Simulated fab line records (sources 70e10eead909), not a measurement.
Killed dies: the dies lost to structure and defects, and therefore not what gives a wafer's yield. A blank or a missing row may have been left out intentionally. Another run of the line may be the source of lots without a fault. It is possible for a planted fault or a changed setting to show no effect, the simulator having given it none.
fab line records ; flow nandHarc
[record] lots = 12; wafers = 36; lastDay = 27
route steps=1159 shown A_BONDPAD@1086 THIN_TSV@1116 END@1159
lots untouched by any fault: they come from a run of this same line in which no faults occurred
startH: start of the lot's first displayed wafer, in hours after the record's first day ; waitH: hours from the lot's prior step to this one ; " unchanged from the row above ; L1.1+2: a single row standing in for several wafers ; - no value, or no start was given ; * or withheld: withheld ; < > ~ a bound
route shown NAME@n: names a module that has steps shown in the file, with the first one's number in the route ; usual: the fault-free wafers' mean and standard deviation ; same: alike in all rows ; chamber/n: place in a boat ; sites: each site's reading ; _std_site: standard deviation of those values ; _edge_site: mean of outer sites minus mean of inner sites ; radiusMm: how far each site lies from the wafer's centre ; mask NAME#n: copy n ; behind: the tool/chamber that last shaped the wafer ; hold: why the lot went on hold/how many hours it stayed there/how the hold came to an end ; device: the transistor (n, p or np) that didn't switch ; end of line: the same wafers' tests at the end of the route ; a step without rows: its recipe alone ; killed: not the wafer's yield, but the dies lost to structure and defects at the first sort ; map: per-die view of a wafer (x killed, . not killed, _ where there is no die)
set.NAME: setting as actually run; set.NAME@STEP: the setting as run at that earlier step ; model.NAME: the simulator's own value behind a step, which no gauge read
route steps across a sampled set of lots; one table per step, one row per wafer
services: when a tool's chamber went out of use (startH, in hours from the record's first day, below 0 if earlier), for how many hours, and the reason
[[steps]]
[step NHARC_A_BONDPAD_ECD_18]
[recipe] targetThkA = 4000; bathTempC = 25; material = Cu
lot.wafer;tool;chamber;startH;waitH
L407.1+5+6;ecdCu-02;0,0,1;439.81;-
L408.2+3+6;ecdCu-01;1;445.82;-
L409.1+4+3;ecdCu-02;1,0,1;447.99;-
L410.1+4+6;ecdCu-02;1,1,0;452.28;-
L412.4+5+6;ecdCu-02;0,1,0;472.71;-
L411.1+4+5;ecdCu-01;1,0,0;478.43;-
L416.3+6+5;ecdCu-01;0,1,0;526.21;-
L417.1+3+5;ecdCu-01;0,0,1;526.86;-
L418.4+6+5;ecdCu-01;0,0,1;535.18;-
L414.2+4+3;ecdCu-02;1,0,1;557.28;-
L427.1+6+5;ecdCu-02;1,1,0;580.59;-
L429.2+5+6;ecdCu-02;0,1,0;584.67;-
[step NHARC_THIN_TSV_CD_MEAS_12]
[recipe] targetCdNm = 1000; landingEnergyEv = 500
[usual] cdNm = 999.7/1.5
lot.wafer;tool;chamber;startH;waitH;cdNm
L407.1;cdSem-02;0;453.99;-;1001.2
L407.5;cdSem-02;0;453.99;-;999.4
L407.6;cdSem-02;0;453.99;-;1001.3
L409.1;cdSem-01;0;460.10;-;998.2
L409.3;cdSem-01;0;460.10;-;998.6
L409.4;cdSem-01;0;460.10;-;997.8
L408.2;cdSem-02;0;461.45;-;998.0
L408.3;cdSem-02;0;461.45;-;999.4
L408.6;cdSem-02;0;461.45;-;998.0
L410.1;cdSem-03;0;468.26;-;1001.4
L410.4;cdSem-03;0;468.26;-;1000.8
L410.6;cdSem-03;0;468.26;-;1001.9
L412.4;cdSem-01;0;486.27;-;997.2
L412.5;cdSem-01;0;486.27;-;998.6
L412.6;cdSem-01;0;486.27;-;999.2
L411.1;cdSem-03;0;494.49;-;999.3
L411.4;cdSem-03;0;494.49;-;1002.4
L411.5;cdSem-03;0;494.49;-;1001.2
L416.3;cdSem-02;0;540.92;-;1000.0
L416.5;cdSem-02;0;540.92;-;1001.8
L416.6;cdSem-02;0;540.92;-;999.6
L417.1;cdSem-03;0;544.52;-;998.8
L418.4;cdSem-02;0;550.35;-;998.4
L418.6;cdSem-02;0;550.35;-;999.8
L414.2;cdSem-01;0;571.09;-;996.3
L414.3;cdSem-01;0;571.09;-;999.7
L414.4;cdSem-01;0;571.09;-;996.5
L427.1;cdSem-02;0;596.28;-;998.1
L427.5;cdSem-02;0;596.28;-;996.7
L427.6;cdSem-02;0;596.28;-;1000.8
L429.2;cdSem-01;0;600.01;-;999.9
L429.5;cdSem-01;0;600.01;-;999.3
L429.6;cdSem-01;0;600.01;-;1000.1
[step NHARC_THIN_TSV_DEP_47]
[recipe] targetThkA = 2000; tempC = withheld; pressureTorr = 6.5; rfW = 900; teosFlowSccm = 161.4; flowSccm = 2650; targetThkNm = 200; gas = O2; material = SiO2
[usual] flowSccm = 2649/7; mfcPrecursorSccm = 161.4/0.46; throttleValvePct = 16.2/0.36
lot.wafer;tool;chamber;startH;waitH;flowSccm;mfcPrecursorSccm;throttleValvePct
L407.1;pecvd-02;1;455.82;-;2659;161.6;17.5
L407.6;pecvd-02;1;455.82;-;2644;161.4;16.9
L407.5;pecvd-02;2;455.82;-;2656;161.6;16.0
L409.3;pecvd-02;0;462.83;-;2651;161.9;16.5
L409.1;pecvd-02;1;462.83;-;2646;161.6;17.0
L409.4;pecvd-02;2;462.83;-;2643;161.2;16.1
L408.2;pecvd-01;1;463.44;-;2649;161.4;15.4
L408.3;pecvd-01;2;463.44;-;2644;161.3;15.8
L408.6;pecvd-01;0;463.44;-;2638;161.5;15.8
L410.1;pecvd-04;1;470.37;-;2663;161.5;16.0
L410.6;pecvd-04;2;470.37;-;2648;160.7;16.4
L410.4;pecvd-04;0;470.37;-;2638;161.5;16.1
L412.5;pecvd-04;0;488.49;-;2642;161.1;16.2
L412.4;pecvd-04;1;488.49;-;2649;162.0;16.2
L412.6;pecvd-04;2;488.49;-;2653;161.7;16.2
L411.1;pecvd-02;2;496.36;-;2656;161.4;16.1
L411.4;pecvd-02;1;496.36;-;2653;161.6;16.9
L411.5;pecvd-02;0;496.36;-;2650;161.1;16.8
L416.3;pecvd-02;0;543.53;-;2646;160.7;16.2
L416.6;pecvd-02;0;543.53;-;2649;161.5;16.5
L416.5;pecvd-02;1;543.53;-;2650;160.9;16.2
L417.1;pecvd-01;2;546.46;-;2643;161.2;15.6
L418.4;pecvd-04;0;552.35;-;2653;161.8;16.6
L418.6;pecvd-04;2;552.35;-;2656;160.8;16.7
L414.3;pecvd-04;2;572.95;-;2651;161.9;16.2
L414.2;pecvd-04;1;572.95;-;2646;161.4;15.9
L414.4;pecvd-04;2;572.95;-;2653;161.6;16.2
L427.1;pecvd-04;1;598.21;-;2662;161.6;16.2
L427.6;pecvd-04;0;598.21;-;2644;162.2;15.9
L427.5;pecvd-04;1;598.21;-;2651;161.7;16.6
L429.2;pecvd-02;1;602.22;-;2646;160.6;16.5
L429.5;pecvd-02;0;602.22;-;2665;162.2;16.3
L429.6;pecvd-02;1;602.22;-;2633;161.6;16.7
[step NHARC_THIN_TSV_CD_MEAS_33]
[recipe] targetCdNm = 5000; landingEnergyEv = 500
[usual] cdNm = 5000.0/1.3
lot.wafer;tool;chamber;startH;waitH;cdNm
L407.1;cdSem-02;0;460.04;-;4999.0
L407.5;cdSem-02;0;460.04;-;4999.4
L407.6;cdSem-02;0;460.04;-;4999.0
L409.1;cdSem-01;0;466.78;-;4999.2
L409.3;cdSem-01;0;466.78;-;4998.8
L409.4;cdSem-01;0;466.78;-;5000.1
L408.2;cdSem-02;0;467.52;-;5000.5
L408.3;cdSem-02;0;467.52;-;4999.5
L408.6;cdSem-02;0;467.52;-;4998.6
L410.1;cdSem-01;0;474.41;-;5001.0
L410.4;cdSem-01;0;474.41;-;5001.7
L410.6;cdSem-01;0;474.41;-;5003.2
L412.4;cdSem-01;0;492.31;-;5001.2
L412.5;cdSem-01;0;492.31;-;4999.6
L412.6;cdSem-01;0;492.31;-;4999.6
L411.1;cdSem-01;0;500.25;-;5000.1
L411.4;cdSem-01;0;500.25;-;4999.1
L411.5;cdSem-01;0;500.25;-;4999.0
L416.3;cdSem-02;0;548.12;-;5000.4
L416.5;cdSem-02;0;548.12;-;5001.3
L416.6;cdSem-02;0;548.12;-;4999.3
L417.1;cdSem-03;0;550.59;-;5001.1
L418.4;cdSem-03;0;556.37;-;5001.7
L418.6;cdSem-03;0;556.37;-;5000.3
L414.2;cdSem-03;0;577.36;-;4999.2
L414.3;cdSem-03;0;577.36;-;4999.4
L414.4;cdSem-03;0;577.36;-;4999.9
L427.1;cdSem-01;0;602.27;-;5003.7
L427.5;cdSem-01;0;602.27;-;5001.3
L427.6;cdSem-01;0;602.27;-;5001.7
L429.2;cdSem-01;0;606.23;-;4998.6
L429.5;cdSem-01;0;606.23;-;4999.2
L429.6;cdSem-01;0;606.23;-;5000.1
[step NHARC_END_SORT_01]
[recipe] tempC = 25
[usual] defectLimitedYield = 95.4/1.6; killedAtArray = 28/11; killedAtOther = 0.9/1.2; killedAtPeriphery = 2.6/2.1; killedDies = 31/11; killedOpen = 3.1/1.7; killedShort = 1.9/1.3; sort_bin_2_pct = 1.5/0.64; sort_bin_3_pct = 0.26/0.21; sort_bin_4_pct = 2.9/1.1; sortNPass = 646/11; sortRimYieldPct = 96.4/2.3; sortYieldPct = 95.4/1.6
[same] grossDies = 677; sort_bin_5_pct[%] = 0; sort_bin_6_pct[%] = 0; sort_bin_7_pct[%] = 0; sort_bin_8_pct[%] = 0; sortRimNGross = 106.00
lot.wafer;tool;chamber;startH;waitH;defectLimitedYield[%];killedAtArray;killedAtOther;killedAtPeriphery;killedDies;killedOpen;killedShort;sort_bin_2_pct[%];sort_bin_3_pct[%];sort_bin_4_pct[%];sortNPass;sortRimYieldPct[%];sortYieldPct[%]
L417.1;prober-02;0;564.62;2.5;96.3;23;0;2;25;2;1;1.6;0.15;1.9;652;97.2;96.3
L417.3;prober-02;0;566.21;3.1;0;676;1;0;677;3;2;97.3;0.30;2.4;0;0;0
L417.5;prober-02;0;567.80;3.7;0;676;0;1;677;6;3;96.3;0.30;3.4;0;0;0
L418.4;prober-01;0;574.90;3.4;94.2;36;1;2;39;2;1;1.9;1.03;2.8;638;95.3;94.2
L418.5;prober-01;0;575.70;3.7;0;677;0;0;677;0;2;96.9;0.44;2.7;0;0;0
L418.6;prober-01;0;576.51;4.0;94.4;35;0;3;38;4;1;2.5;0.44;2.7;639;97.2;94.4
// killed by level:class
L417.1 A_CHANNEL_HOLE_D1:chamberFilmFlake=12 A_CONTACT:chamberFilmFlake=5 A_ZERO_WELL:chamberFilmFlake=2 P_CONTACT:geometricParticle:open=1 P_M0:geometricParticle:open=1 A_M0:geometricParticle:short=1 A_STAIRCASE:chamberFilmFlake=1 A_WL_FILL:chamberFilmFlake=1
L417.3 A_BONDPAD:areaEcd=644 A_CHANNEL_HOLE_D1:chamberFilmFlake=18 A_M0:chamberFilmFlake=5 A_ONON_D1:geometricParticle:open=2 A_STAIRCASE:chamberFilmFlake=2 A_CONTACT:chamberFilmFlake=2 A_SGD_CUT:geometricParticle:open=1 A_CONTACT:geometricParticle:short=1
L417.5 A_BONDPAD:areaEcd=639 A_CHANNEL_HOLE_D1:chamberFilmFlake=17 A_CONTACT:chamberFilmFlake=6 A_M0:chamberFilmFlake=4 A_ONON_D1:geometricParticle:short=3 A_WL_FILL:geometricParticle:open=2 A_CONTACT:geometricParticle:open=2 P_CONTACT:geometricParticle:open=1
L418.4 A_CHANNEL_HOLE_D1:chamberFilmFlake=17 A_SLIT:chamberFilmFlake=13 A_M1:geometricParticle:open=2 A_ZERO_WELL:chamberFilmFlake=2 P_STI:geometricParticle:short=1 P_ZERO_WELL:chamberFilmFlake=1 THIN_TSV:chamberFilmFlake=1 A_CHANNEL_FILL_D1:chamberFilmFlake=1
L418.5 A_BONDPAD:areaEcd=647 A_CHANNEL_HOLE_D1:chamberFilmFlake=18 A_SLIT:chamberFilmFlake=9 A_CHANNEL_HOLE_D1:geometricParticle:short=1 A_M0:geometricParticle:short=1 A_CHANNEL_FILL_D1:chamberFilmFlake=1
L418.6 A_CHANNEL_HOLE_D1:chamberFilmFlake=18 A_SLIT:chamberFilmFlake=10 A_CHANNEL_FILL_D1:geometricParticle:open=2 A_CHANNEL_FILL_D1:chamberFilmFlake=2 P_M0:geometricParticle:open=1 P_M1:geometricParticle:short=1 A_BLC:geometricParticle:open=1 P_M0:chamberFilmFlake=1
[[services]]
tool;chamber;startH;hours;kind
pecvd-01;-;418.53;13.0;pm
pecvd-02;0;421.28;39.5;repair
ecdCu-01;-;449.76;8.0;pm
pecvd-01;0;452.84;6.8;repair
pecvd-02;1;463.07;14.3;repair
pecvd-02;-;477.67;0.5;repair
pecvd-01;1;481.00;10.8;repair
ecdCu-01;-;506.82;2.3;repair
pecvd-02;-;515.17;13.0;pm
pecvd-02;0;515.17;13.0;ventCycle
pecvd-02;1;515.17;13.0;ventCycle
pecvd-02;2;515.17;13.0;ventCycle
pecvd-02;0;528.17;-;clean
pecvd-02;1;528.17;-;clean
pecvd-02;2;528.17;-;clean
ecdCu-02;-;532.00;8.0;pm
ecdCu-02;-;544.02;2.8;repair
pecvd-04;-;557.00;13.0;pm
pecvd-04;0;557.00;13.0;ventCycle
pecvd-04;1;557.00;13.0;ventCycle
pecvd-04;2;557.00;13.0;ventCycle
pecvd-04;0;570.00;-;clean
pecvd-04;1;570.00;-;clean
pecvd-01;-;599.53;13.0;pm
[[key]]
[firstSign] step = NHARC_END_SORT_01; reading = sort_bin_2_pct; direction = up; sigmas = 99+; usual = 1.5; struck = 96.8
[effect] step = NHARC_END_SORT_01; reading = killedAtArray; direction = up; sigmas = 60; usual = 28; struck = 676
[moreKillsBornAt] NHARC_A_BONDPAD_ECD_18@ecdCu-01 = 1930
metAt NHARC_A_BONDPAD_ECD_18
struckLots L417,L418
struckWafers L417.3,L417.5,L418.5
laterRowsLeftOut L417.3,L417.5,L418.5
notActingAt NHARC_THIN_TSV_CD_MEAS_12,NHARC_THIN_TSV_DEP_47,NHARC_THIN_TSV_CD_MEAS_33
onsetBetween 526.21 526.86
[fault] kind = processParameterDrift; tool = ecdCu-01; chamber = -; onsetH = 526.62; steps = NHARC_A_BONDPAD_ECD_18; channel = targetThkA; offset = *; shape = step; endH = 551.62; scope = struckWafersOnly; actsIn = *; stated = *
// laterRowsLeftOut: the simulator's readings of these wafers behind a module that went badly wrong aren't trusted and aren't shown, but for the sort
